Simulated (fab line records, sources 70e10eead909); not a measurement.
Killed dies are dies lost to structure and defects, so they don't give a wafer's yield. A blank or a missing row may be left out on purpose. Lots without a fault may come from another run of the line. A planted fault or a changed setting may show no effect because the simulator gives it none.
Chamber matching | flow nand_harc | NHARC_A_M0_STRIP_18 on rie_diel-07: 4 sister chambers
The step strips in N2/H2. 7 wafers are shown with their chamber, then 7 later ones without.

WAFERS WITH THEIR CHAMBER
wafer  | chamber | showerhead_plenum_p_Torr (Torr) | drypump_motor_current_A (A)
L085.4 | 1       | 2.19                            | 5.3
L089.6 | 2       | 2.20                            | 5.4
L095.2 | 0       | 2.06                            | 5.8
L095.5 | 2       | 2.20                            | 5.3
L095.6 | 3       | 1.92                            | 5.4
L094.3 | 3       | 1.93                            | 5.4
L094.4 | 0       | 2.06                            | 5.8

WAFERS WITHOUT THEIR CHAMBER
wafer  | showerhead_plenum_p_Torr (Torr) | drypump_motor_current_A (A)
L094.5 | 2.20                            | 5.4
L096.1 | 2.19                            | 5.3
L096.3 | 2.20                            | 5.4
L096.5 | 2.06                            | 5.8
L097.1 | 2.06                            | 5.8
L097.2 | 1.93                            | 5.4
L097.5 | 2.06                            | 5.8

WHICH CHAMBER EACH WENT THROUGH
wafer  | from the rows above | in truth
L094.5 | 2                   | 2
L096.1 | 1                   | 1
L096.3 | 2                   | 2
L096.5 | 0                   | 0
L097.1 | 0                   | 0
L097.2 | 3                   | 3
L097.5 | 0                   | 0
Placed correctly: 7 of 7. Can't be placed from these rows: 0. Placed wrongly: 0.
How it was worked out, from the rows above alone: a wafer's distance from a chamber is the root of the sum, over the readings, of the square of ((its reading less the chamber's mean) divided by the reading's scatter). The wafer belongs to the nearest chamber; if the next one is less than 2 further off, it can't be placed. A chamber's mean is the mean of its shown wafers. The scatter: the root of (the sum of the squares of (reading less its chamber's mean) over the shown wafers, divided by (wafers less chambers)).
